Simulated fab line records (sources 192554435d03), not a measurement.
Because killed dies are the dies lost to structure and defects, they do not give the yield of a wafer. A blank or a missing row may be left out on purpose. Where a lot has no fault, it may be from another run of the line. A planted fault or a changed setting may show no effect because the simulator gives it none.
Chamber matching	flow n5-finfet	N5_BEOL_M5_ETCH_68 on rie-diel-04: 4 sister chambers
The step etches SOC in N2/H2, target depth 80 nm, overetch 16 nm, time 120 s. 24 wafers are shown with their chamber, then 12 later ones without.

== WAFERS, EACH WITH ITS CHAMBER ==
wafer	chamber	showerhead-plenum-p-Torr (Torr)	throttle-valve-pct (%)	drypump-motor-current-A (A)
L075.1	2	2.54	17.76	5.4
L075.3	0	2.40	18.03	6.4
L075.5	1	2.64	17.90	6.1
L077.1	2	2.53	17.76	5.4
L077.3	1	2.64	17.89	6.0
L077.5	0	2.39	18.04	6.4
L080.2	0	2.39	18.03	6.4
L080.3	2	2.53	17.76	5.4
L080.6	2	2.53	17.78	5.4
L083.2	1	2.64	17.91	6.1
L083.3	3	2.63	17.68	5.9
L083.6	1	2.64	17.93	6.0
L086.1	3	2.62	17.68	6.0
L086.3	0	2.39	18.05	6.3
L086.4	1	2.63	17.93	6.0
L085.2	3	2.62	17.68	5.9
L085.3	0	2.39	18.05	6.3
L085.4	3	2.62	17.68	6.0
L087.2	0	2.39	18.04	6.3
L087.3	3	2.62	17.70	6.0
L087.5	0	2.39	18.07	6.3
L090.1	0	2.38	18.06	6.3
L090.5	2	2.53	17.78	5.4
L090.6	3	2.62	17.69	5.9

SIGNATURES (averages over the wafers above)
reading	chamber 0	chamber 1	chamber 2	chamber 3	scatter within a chamber
showerhead-plenum-p-Torr	2.3900	2.6380	2.5320	2.6217	0.00471
throttle-valve-pct	18.0463	17.9120	17.7680	17.6850	0.0132
drypump-motor-current-A	6.338	6.040	5.400	5.950	0.0478
Rule: a wafer's distance from a chamber is the root of the sum, over the readings, of the square of ((its reading less the chamber's mean) divided by the reading's scatter). The wafer belongs to the nearest chamber; if the next one is less than 2 further off, it can't be placed. The scatter is the square root of a quotient: the sum, over the shown wafers, of each reading's squared deviation from its chamber's mean, divided by wafers minus chambers.

== WAFERS WITHOUT THEIR CHAMBER ==
wafer	showerhead-plenum-p-Torr (Torr)	throttle-valve-pct (%)	drypump-motor-current-A (A)
L091.1	2.62	17.70	6.0
L091.3	2.52	17.81	5.4
L091.6	2.52	17.80	5.4
L093.3	2.52	17.81	5.4
L093.5	2.38	18.07	6.3
L093.6	2.63	17.96	6.0
L096.4	2.62	17.98	6.0
L096.5	2.52	17.81	5.4
L096.6	2.61	17.71	6.0
L097.1	2.61	17.72	6.0
L097.2	2.62	17.96	6.0
L097.6	2.52	17.81	5.4

== EACH ONE'S CHAMBER ==
wafer	from the rows above	in truth
L091.1	3	3
L091.3	2	2
L091.6	2	2
L093.3	2	2
L093.5	0	0
L093.6	1	1
L096.4	1	1
L096.5	2	2
L096.6	3	3
L097.1	3	3
L097.2	1	1
L097.6	2	2
Correct placement for 12 of the 12. Number that these rows cannot place: 0. Placed wrongly: 0.
